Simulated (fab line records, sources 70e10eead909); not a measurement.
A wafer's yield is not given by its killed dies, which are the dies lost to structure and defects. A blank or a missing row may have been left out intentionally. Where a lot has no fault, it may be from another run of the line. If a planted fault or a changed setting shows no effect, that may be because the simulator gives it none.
fab line records | flow nandHarc
[record] lots = 14 | wafers = 40 | lastDay = 32
route steps=1302 shown A_STAIRCASE@716
lots with no fault: from the same line, run without faults
startH: hours from the record's first day to the start of the lot's first wafer shown | waitH: how many hours have passed since the lot's step before this one | " unchanged from the row above | L1.1+2: a single row standing in for several wafers | - no value, or no start given | * or withheld: withheld | < > ~ a bound
route shown NAME@n: NAME is a module with steps in the file, n the number in the route of the first one | usual: mean/standard deviation taken from wafers without a fault | same: alike in all rows | chamber/n: place in a boat | sites: the reading at each site | _std_site: their standard deviation | _edge_site: inner sites' mean taken away from outer sites' mean | radiusMm: for every site, how far away it sits from the centre of the wafer | mask NAME#n: copy n | behind: tool/chamber where the wafer was last shaped | hold: reason for holding the lot/hours on hold/outcome of the hold | device: which transistor (n, p or np) failed to switch | end of line: at the end of the route, the tests of the same wafers | a step with no rows: only its recipe | killed: the dies lost at the first sort to structure and to defects; this is not the yield of the wafer | map: per-die view of a wafer (x killed, . not killed, _ where there is no die)
set.NAME: setting as actually run; set.NAME@STEP: the setting as run at that earlier step | model.NAME: the simulator's own value behind a step, which no gauge read
a sample of lots followed through the steps of the route, with each step as a table and each wafer as a row
services: the hour from which a tool's chamber was out of use, counted from the record's first day as startH (under 0 if before that day), plus the number of hours and why
[[steps]]
[step NHARC_A_STAIRCASE_TRIM_202]
[recipe] timeS = 211.2 | o2FlowSccm = 500 | arFlowSccm = 0 | biasW = 0 | chemistry = O2
[usual] drypumpMotorCurrentA = 5.6/0.52 | oesProductAu = 1.001/0.007 | rfVppV = 57.5/0.92 | runLengthS = 232.5/0.42 | showerheadPlenumPTorr = 3.48/0.11 | throttleValvePct = 17.036/0.0093
[same] timeS = 211.2
lot.wafer | tool       | chamber | startH | waitH | drypumpMotorCurrentA | oesProductAu | rfHoursCounterH | rfVppV | runLengthS | showerheadPlenumPTorr | throttleValvePct
L304.4    | rieDiel-04 | 3       | -      | -     | 6.2                  | 0.996        | 48              | 57.9   | 232.2      | 3.58                  | 17.042
L304.3    | "          | 1       | "      | "     | 5.9                  | 1.006        | 54              | 56.7   | 232.5      | 3.47                  | 17.019
L304.5    | "          | 3       | "      | "     | 6.2                  | 0.999        | -               | 57.6   | 232.4      | 3.58                  | 17.027
L303.4    | rieDiel-05 | 3       | -      | -     | 4.9                  | 0.994        | 42              | 57.9   | 233.4      | 3.39                  | 17.041
L303.3    | "          | 1       | "      | "     | 4.8                  | 1.001        | 49              | 58.0   | 232.1      | 3.62                  | 17.034
L303.6    | "          | 0       | "      | "     | 6.1                  | 1.018        | -               | 58.8   | 232.5      | 3.53                  | 17.023
L306.1    | rieDiel-05 | 1       | -      | -     | 4.8                  | 1.015        | 52              | 58.1   | 232.7      | 3.62                  | 17.021
L306.4    | "          | 3       | "      | "     | 4.9                  | 1.000        | 44              | 58.7   | 233.0      | 3.39                  | 17.058
L306.6    | "          | 0       | "      | "     | 6.1                  | 1.010        | -               | 56.0   | 232.2      | 3.53                  | 17.024
L305.4    | rieDiel-04 | 1       | -      | -     | 5.9                  | 1.005        | 4               | 57.2   | 232.4      | 3.47                  | 17.031
L305.1    | "          | 2       | "      | "     | 5.1                  | 0.990        | 4               | 55.9   | 231.8      | 3.35                  | 17.030
L305.2    | "          | 0       | "      | "     | 5.6                  | 0.996        | 4               | 57.3   | 232.8      | 3.41                  | 17.061
L309.4    | rieDiel-02 | 0       | -      | -     | 5.1                  | 0.995        | 5               | 57.9   | 231.7      | 3.41                  | 17.016
L309.1    | "          | 2       | "      | "     | 5.7                  | 0.995        | 4               | 58.2   | 232.7      | 3.56                  | 17.056
L309.5    | "          | 1       | "      | "     | 5.7                  | 0.995        | -               | 59.3   | 232.7      | 3.81                  | 17.029
L311.4    | rieDiel-05 | 0       | -      | -     | 6.1                  | 1.003        | 5               | 57.4   | 232.9      | 3.52                  | 17.047
L311.1    | "          | 1       | "      | "     | 4.8                  | 1.008        | 4               | 56.5   | 232.6      | 3.61                  | 17.051
L311.2    | "          | 2       | "      | "     | 6.2                  | 0.998        | 4               | 57.2   | 232.6      | 3.47                  | 17.032
L312.3    | rieDiel-04 | 3       | -      | -     | 6.1                  | 0.995        | 28              | 58.0   | 232.5      | 3.56                  | 17.034
L312.5    | "          | 0       | "      | "     | 5.6                  | 1.006        | -               | 58.8   | 232.9      | 3.39                  | 17.051
L312.6    | "          | 1       | "      | "     | 5.9                  | 0.992        | -               | 56.7   | 232.3      | 3.45                  | 17.034
L313.4    | rieDiel-02 | 0       | -      | -     | 5.1                  | 0.997        | -               | 58.0   | 232.4      | 3.40                  | 17.041
L313.5    | "          | 0       | "      | "     | 5.1                  | 0.998        | -               | 58.7   | 232.0      | 3.40                  | 17.008
L313.6    | "          | 2       | "      | "     | 5.7                  | 1.006        | -               | 58.1   | 233.0      | 3.55                  | 17.040
L314.1    | rieDiel-04 | 3       | -      | -     | 6.2                  | 0.994        | 35              | 56.6   | 232.2      | 3.56                  | 17.025
L314.3    | "          | 0       | "      | "     | 5.7                  | 0.996        | 40              | 57.8   | 232.8      | 3.39                  | 17.030
L314.5    | "          | 1       | "      | "     | 5.9                  | 0.994        | -               | 56.5   | 232.7      | 3.45                  | 17.032
L315.3    | rieDiel-05 | 3       | -      | -     | 4.9                  | 1.003        | 20              | 57.9   | 233.3      | 3.38                  | 17.027
L315.6    | "          | 0       | "      | "     | 6.2                  | 1.001        | -               | 57.1   | 232.2      | 3.51                  | 17.025
L315.5    | "          | 1       | "      | "     | 4.8                  | 1.009        | -               | 57.6   | 232.1      | 3.60                  | 17.037
L316.2    | rieDiel-04 | 3       | -      | -     | 6.2                  | 0.999        | 36              | 56.8   | 232.3      | 3.56                  | 17.032
L316.1    | "          | 1       | "      | "     | 5.9                  | 0.998        | 41              | 57.0   | 232.2      | 3.45                  | 17.035
L316.5    | "          | 0       | "      | "     | 5.7                  | 0.995        | -               | 56.2   | 232.9      | 3.38                  | 17.054
L320.5    | rieDiel-02 | 1       | -      | -     | 5.7                  | 1.008        | -               | 57.7   | 232.7      | 3.78                  | 17.036
L321.3    | rieDiel-02 | 3       | -      | -     | 5.6                  | 1.004        | 19              | 57.8   | 233.4      | 3.30                  | 17.050
L321.1    | "          | 0       | "      | "     | 5.1                  | 1.007        | 48              | 57.3   | 232.0      | 3.39                  | 17.030
L321.6    | "          | 1       | "      | "     | 5.7                  | 1.007        | -               | 58.7   | 232.6      | 3.78                  | 17.040
L322.2    | rieDiel-05 | 3       | -      | -     | 4.9                  | 0.992        | 45              | 57.8   | 232.9      | 3.36                  | 17.037
L322.1    | "          | 0       | "      | "     | 6.1                  | 0.993        | 48              | 57.5   | 232.3      | 3.50                  | 17.046
L322.6    | "          | 3       | "      | "     | 4.9                  | 0.989        | -               | 57.1   | 233.0      | 3.36                  | 17.040
[step NHARC_A_STAIRCASE_TRIM_226]
[recipe] timeS = 211.2 | o2FlowSccm = 500 | arFlowSccm = 0 | biasW = 0 | chemistry = O2
[usual] drypumpMotorCurrentA = 5.6/0.5 | oesProductAu = 1.000/0.0067 | rfVppV = 57.6/0.91 | runLengthS = 232.4/0.42 | showerheadPlenumPTorr = 3.49/0.13 | throttleValvePct = 17.037/0.0087
lot.wafer | tool       | chamber | startH | waitH | drypumpMotorCurrentA | oesProductAu | rfHoursCounterH | rfVppV | runLengthS | showerheadPlenumPTorr | throttleValvePct
L304.3    | rieDiel-02 | 1       | 356.94 | -     | 5.7                  | 0.999        | 48              | 56.0   | 232.4      | 3.29                  | 17.030
L304.4    | "          | 0       | "      | "     | 5.1                  | 1.014        | -               | 57.2   | 231.7      | 3.42                  | 17.018
L304.5    | "          | 1       | "      | "     | 5.7                  | 0.992        | -               | 56.8   | 232.2      | 3.29                  | 17.039
L303.4    | rieDiel-05 | 2       | 379.59 | -     | 6.2                  | 1.004        | 46              | 57.8   | 232.9      | 3.47                  | 17.020
L303.3    | "          | 3       | "      | "     | 4.9                  | 0.997        | 43              | 57.7   | 232.7      | 3.39                  | 17.037
L303.6    | "          | 1       | "      | "     | 4.8                  | 1.010        | -               | 58.7   | 232.2      | 3.62                  | 17.034
L306.4    | rieDiel-04 | 0       | 385.83 | -     | 5.6                  | 1.001        | 4               | 57.1   | 232.8      | 3.40                  | 17.031
L306.1    | "          | 3       | "      | "     | 6.2                  | 0.992        | 4               | 57.7   | 232.0      | 3.58                  | 17.039
L306.6    | "          | 1       | "      | "     | 5.9                  | 0.998        | -               | 56.8   | 232.3      | 3.47                  | 17.037
L305.1    | rieDiel-05 | 3       | 386.80 | -     | 4.9                  | 0.992        | 45              | 55.9   | 233.0      | 3.39                  | 17.037
L305.4    | "          | 0       | "      | "     | 6.1                  | 0.996        | 49              | 57.3   | 232.5      | 3.53                  | 17.027
L305.2    | "          | 2       | "      | "     | 6.3                  | 0.998        | 48              | 57.8   | 232.7      | 3.47                  | 17.037
L309.4    | rieDiel-04 | 1       | 417.68 | -     | 5.9                  | 0.998        | 22              | 57.6   | 232.2      | 3.46                  | 17.044
L309.1    | "          | 2       | "      | "     | 5.1                  | 0.991        | 19              | 56.8   | 231.9      | 3.35                  | 17.039
L309.5    | "          | 1       | "      | "     | 5.9                  | 1.000        | -               | 57.3   | 232.7      | 3.46                  | 17.037
L311.2    | rieDiel-04 | 0       | 440.89 | -     | 5.6                  | 0.997        | 30              | 57.3   | 233.5      | 3.39                  | 17.035
L311.1    | "          | 1       | "      | "     | 5.9                  | 0.995        | 29              | 57.7   | 232.1      | 3.45                  | 17.026
L311.4    | "          | 2       | "      | "     | 5.2                  | 0.988        | 25              | 57.4   | 231.9      | 3.34                  | 17.040
L312.3    | rieDiel-05 | 3       | 456.90 | -     | 4.9                  | 1.002        | 10              | 57.4   | 233.1      | 3.38                  | 17.046
L312.6    | "          | 0       | "      | "     | 6.1                  | 1.003        | -               | 58.3   | 232.7      | 3.51                  | 17.025
L312.5    | "          | 1       | "      | "     | 4.8                  | 1.002        | -               | 58.5   | 232.1      | 3.60                  | 17.026
L313.4    | rieDiel-05 | 3       | 473.92 | -     | 4.9                  | 1.000        | 19              | 57.5   | 232.9      | 3.38                  | 17.021
L313.5    | "          | 1       | "      | "     | 4.8                  | 0.999        | -               | 57.9   | 232.3      | 3.60                  | 17.033
L313.6    | "          | 2       | "      | "     | 6.2                  | 0.993        | -               | 57.4   | 232.6      | 3.46                  | 17.037
L314.3    | rieDiel-05 | 0       | 477.92 | -     | 6.1                  | 1.005        | 23              | 57.4   | 232.2      | 3.51                  | 17.045
L314.1    | "          | 3       | "      | "     | 4.9                  | 1.008        | 20              | 57.4   | 232.8      | 3.38                  | 17.039
L314.5    | "          | 1       | "      | "     | 4.8                  | 1.009        | -               | 58.1   | 232.3      | 3.60                  | 17.059
L315.3    | rieDiel-02 | 0       | 478.73 | -     | 5.1                  | 0.999        | 28              | 57.8   | 232.2      | 3.40                  | 17.039
L315.5    | "          | 0       | "      | "     | 5.1                  | 0.998        | -               | 56.5   | 231.5      | 3.40                  | 17.026
L315.6    | "          | 1       | "      | "     | 5.7                  | 1.003        | -               | 58.5   | 232.4      | 3.79                  | 17.032
L316.2    | rieDiel-04 | 2       | 481.53 | -     | 5.2                  | 0.999        | 36              | 56.8   | 231.9      | 3.34                  | 17.039
L316.1    | "          | 0       | "      | "     | 5.6                  | 1.011        | 42              | 57.3   | 233.1      | 3.38                  | 17.049
L316.5    | "          | 2       | "      | "     | 5.2                  | 0.994        | -               | 57.3   | 231.8      | 3.34                  | 17.048
L320.5    | rieDiel-02 | 0       | 536.47 | -     | 5.1                  | 1.000        | -               | 57.5   | 290.2      | 3.39                  | 17.027
L321.3    | rieDiel-02 | 0       | 542.20 | -     | 5.1                  | 0.999        | 49              | 57.0   | 290.9      | 3.39                  | 17.030
L321.1    | "          | 3       | "      | "     | 5.6                  | 0.997        | 20              | 57.7   | 233.1      | 3.30                  | 17.039
L321.6    | "          | 0       | "      | "     | 5.1                  | 1.001        | -               | 57.2   | 290.3      | 3.39                  | 17.039
L322.1    | rieDiel-04 | 1       | 558.97 | -     | 5.9                  | 1.000        | 6               | 59.1   | 232.2      | 3.44                  | 17.034
L322.2    | "          | 2       | "      | "     | 5.2                  | 1.010        | 5               | 58.9   | 232.0      | 3.33                  | 17.041
L322.6    | "          | 1       | "      | "     | 5.9                  | 1.008        | -               | 58.9   | 232.6      | 3.44                  | 17.044
[step NHARC_A_STAIRCASE_ETCH_232]
[recipe] targetDepthA = 1000 | timeS = 40.5 | ionEnergyEv = 400 | c4f8FlowSccm = 20 | o2FlowSccm = 10 | arFlowSccm = withheld | rfW = 600 | biasW = 1000 | chemistry = C4F8/O2
[usual] oesProductAu = 0.944/0.0086 | rfVppV = 894/4.6
[same] timeS = 40.5
lot.wafer | tool       | chamber | startH | waitH | oesProductAu | rfHoursCounterH | rfVppV
L304.3    | rieDiel-05 | 1       | -      | -     | 0.934        | 44              | 899
L304.4    | "          | 3       | "      | "     | 0.936        | 37              | 891
L304.5    | "          | 1       | "      | "     | 0.938        | -               | 899
L303.4    | rieDiel-04 | 2       | -      | -     | 0.956        | 3               | 890
L303.3    | "          | 0       | "      | "     | 0.949        | 3               | 891
L303.6    | "          | 1       | "      | "     | 0.961        | -               | 893
L306.4    | rieDiel-04 | 0       | -      | -     | 0.957        | 5               | 892
L306.1    | "          | 2       | "      | "     | 0.945        | 5               | 891
L306.6    | "          | 3       | "      | "     | 0.940        | -               | 899
L305.2    | rieDiel-05 | 2       | -      | -     | 0.941        | 49              | 893
L305.4    | "          | 3       | "      | "     | 0.937        | 45              | 892
L305.1    | "          | 1       | "      | "     | 0.944        | 52              | 899
L309.4    | rieDiel-02 | 0       | -      | -     | 0.948        | 5               | 892
L309.1    | "          | 1       | "      | "     | 0.933        | 6               | 906
L309.5    | "          | 0       | "      | "     | 0.946        | -               | 891
L311.4    | rieDiel-05 | 3       | -      | -     | 0.941        | 5               | 890
L311.1    | "          | 0       | "      | "     | 0.942        | 6               | 895
L311.2    | "          | 1       | "      | "     | 0.932        | 5               | 900
L312.3    | rieDiel-05 | 2       | -      | -     | 0.942        | 10              | 893
L312.5    | "          | 2       | "      | "     | 0.936        | -               | 894
L312.6    | "          | 3       | "      | "     | 0.950        | -               | 892
L313.4    | rieDiel-04 | 2       | -      | -     | 0.937        | 34              | 888
L313.5    | "          | 1       | "      | "     | 0.951        | -               | 893
L313.6    | "          | 2       | "      | "     | 0.941        | -               | 888
L314.3    | rieDiel-05 | 3       | -      | -     | 0.940        | 21              | 891
L314.1    | "          | 0       | "      | "     | 0.945        | 23              | 894
L314.5    | "          | 2       | "      | "     | 0.935        | -               | 893
L315.3    | rieDiel-02 | 2       | -      | -     | 0.947        | 28              | 897
L315.6    | "          | 2       | "      | "     | 0.959        | -               | 898
L315.5    | "          | 0       | "      | "     | 0.952        | -               | 890
L316.1    | rieDiel-04 | 3       | -      | -     | 0.937        | 37              | 897
L316.2    | "          | 1       | "      | "     | 0.944        | 41              | 891
L316.5    | "          | 3       | "      | "     | 0.934        | -               | 897
L321.3    | rieDiel-02 | 3       | -      | -     | 0.949        | 20              | 887
L321.1    | "          | 0       | "      | "     | 0.945        | 49              | 892
L321.6    | "          | 3       | "      | "     | 0.952        | -               | 888
L320.5    | rieDiel-02 | 1       | -      | -     | 0.948        | -               | 905
L322.1    | rieDiel-04 | 2       | -      | -     | 0.942        | 5               | 888
L322.2    | "          | 3       | "      | "     | 0.942        | 4               | 897
L322.6    | "          | 3       | "      | "     | 0.924        | -               | 898
[step NHARC_A_STAIRCASE_ETCH_234]
[recipe] targetDepthA = 1000 | timeS = 40.5 | ionEnergyEv = 400 | c4f8FlowSccm = 20 | o2FlowSccm = 10 | arFlowSccm = withheld | rfW = 600 | biasW = 1000 | chemistry = C4F8/O2
[usual] oesProductAu = 0.942/0.0099 | rfVppV = 894/4.5
[same] timeS = 40.5
lot.wafer | tool       | chamber | startH | waitH | oesProductAu | rfHoursCounterH | rfVppV
L304.4    | rieDiel-05 | 3       | -      | -     | 0.936        | 37              | 891
L304.3    | "          | 0       | "      | "     | 0.942        | 40              | 896
L304.5    | "          | 3       | "      | "     | 0.941        | -               | 891
L303.3    | rieDiel-04 | 0       | -      | -     | 0.941        | 3               | 891
L303.4    | "          | 3       | "      | "     | 0.951        | 3               | 897
L303.6    | "          | 0       | "      | "     | 0.939        | -               | 891
L306.1    | rieDiel-04 | 1       | -      | -     | 0.939        | 5               | 893
L306.4    | "          | 2       | "      | "     | 0.932        | 5               | 890
L306.6    | "          | 3       | "      | "     | 0.934        | -               | 899
L305.1    | rieDiel-05 | 1       | -      | -     | 0.942        | 52              | 898
L305.4    | "          | 3       | "      | "     | 0.960        | 45              | 891
L305.2    | "          | 0       | "      | "     | 0.953        | 49              | 894
L309.4    | rieDiel-02 | 0       | -      | -     | 0.937        | 5               | 891
L309.1    | "          | 2       | "      | "     | 0.944        | 5               | 897
L309.5    | "          | 1       | "      | "     | 0.940        | -               | 906
L311.4    | rieDiel-05 | 0       | -      | -     | 0.951        | 6               | 896
L311.1    | "          | 2       | "      | "     | 0.923        | 5               | 895
L311.2    | "          | 3       | "      | "     | 0.955        | 5               | 892
L312.3    | rieDiel-05 | 1       | -      | -     | 0.938        | 13              | 900
L312.5    | "          | 3       | "      | "     | 0.963        | -               | 892
L312.6    | "          | 0       | "      | "     | 0.942        | -               | 895
L313.4    | rieDiel-04 | 3       | -      | -     | 0.933        | 35              | 897
L313.5    | "          | 3       | "      | "     | 0.927        | -               | 898
L313.6    | "          | 0       | "      | "     | 0.935        | -               | 890
L314.1    | rieDiel-05 | 2       | -      | -     | 0.935        | 20              | 894
L314.3    | "          | 0       | "      | "     | 0.945        | 23              | 896
L314.5    | "          | 1       | "      | "     | 0.955        | -               | 899
L315.3    | rieDiel-02 | 2       | -      | -     | 0.936        | 28              | 898
L315.6    | "          | 0       | "      | "     | 0.930        | -               | 892
L315.5    | "          | 1       | "      | "     | 0.929        | -               | 905
L316.2    | rieDiel-04 | 2       | -      | -     | 0.925        | 36              | 890
L316.1    | "          | 3       | "      | "     | 0.938        | 37              | 898
L316.5    | "          | 2       | "      | "     | 0.932        | -               | 888
L321.3    | rieDiel-02 | 1       | -      | -     | 0.952        | 49              | 907
L321.1    | "          | 3       | "      | "     | 0.934        | 20              | 885
L321.6    | "          | 1       | "      | "     | 0.946        | -               | 905
L320.5    | rieDiel-02 | 1       | -      | -     | 0.954        | -               | 906
L322.1    | rieDiel-04 | 1       | -      | -     | 0.926        | 6               | 892
L322.2    | "          | 3       | "      | "     | 0.931        | 4               | 896
L322.6    | "          | 2       | "      | "     | 0.927        | -               | 889
[[services]]
tool       | chamber | startH | hours | kind
rieDiel-02 | 2       | 329.92 | 27.3  | repair
rieDiel-04 | 0       | 335.62 | -     | clean
rieDiel-04 | 1       | 335.62 | -     | clean
rieDiel-04 | 2       | 335.62 | -     | clean
rieDiel-04 | 3       | 335.62 | -     | clean
rieDiel-05 | 0       | 337.25 | -     | clean
rieDiel-05 | 1       | 337.25 | -     | clean
rieDiel-05 | 2       | 337.25 | -     | clean
rieDiel-05 | 3       | 337.25 | -     | clean
rieDiel-04 | 0       | 355.73 | 9.0   | ventCycle
rieDiel-04 | 2       | 355.73 | 9.0   | ventCycle
rieDiel-05 | 0       | 361.76 | -     | clean
rieDiel-05 | 1       | 361.76 | -     | clean
rieDiel-05 | 2       | 361.76 | -     | clean
rieDiel-05 | 3       | 361.76 | -     | clean
rieDiel-04 | 0       | 364.73 | -     | clean
rieDiel-04 | 1       | 364.73 | -     | clean
rieDiel-04 | 2       | 364.73 | -     | clean
rieDiel-02 | 3       | 394.60 | 6.4   | repair
rieDiel-05 | -       | 406.75 | 9.0   | pm
rieDiel-02 | 2       | 485.22 | 11.9  | repair
rieDiel-04 | -       | 518.10 | 0.4   | repair
rieDiel-04 | -       | 532.73 | 9.0   | pm
rieDiel-04 | 0       | 556.36 | 9.9   | repair
[[key]]
[firstSign] step = NHARC_A_STAIRCASE_TRIM_226 | reading = runLengthS | direction = up | sigmas = 99+ | usual = * | struck = *
effect none on later readings
metAt NHARC_A_STAIRCASE_TRIM_226
struckLots L320,L321
struckWafers L320.5,L321.3,L321.6
laterRowsLeftOut L321.3
sortLeftOut L320.5,L321.3,L321.6
testerLeftOut L320,L321
notActingAt NHARC_A_STAIRCASE_TRIM_202,NHARC_A_STAIRCASE_ETCH_232,NHARC_A_STAIRCASE_ETCH_234
onsetBetween 478.73 536.47
[fault] kind = processParameterDrift | tool = rieDiel-02 | chamber = 0 | onsetH = 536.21 | steps = NHARC_A_STAIRCASE_TRIM_226 | channel = timeS | offset = * | shape = step | endH = 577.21 | actsIn = * | stated = *
// testerLeftOut: of these lots the tester's yield and bins aren't shown, on N5 and GAA mostly nor the transistor test; their killed dies are dies lost to structure and defects alone, not to doping, threshold or leakage, so they don't give the yield
// sortLeftOut: the simulated sort isn't trusted on such a fault, so these wafers' sort isn't shown, and their yield isn't known
// laterRowsLeftOut: the simulator's readings of these wafers behind a module that went badly wrong aren't trusted and aren't shown, but for the sort
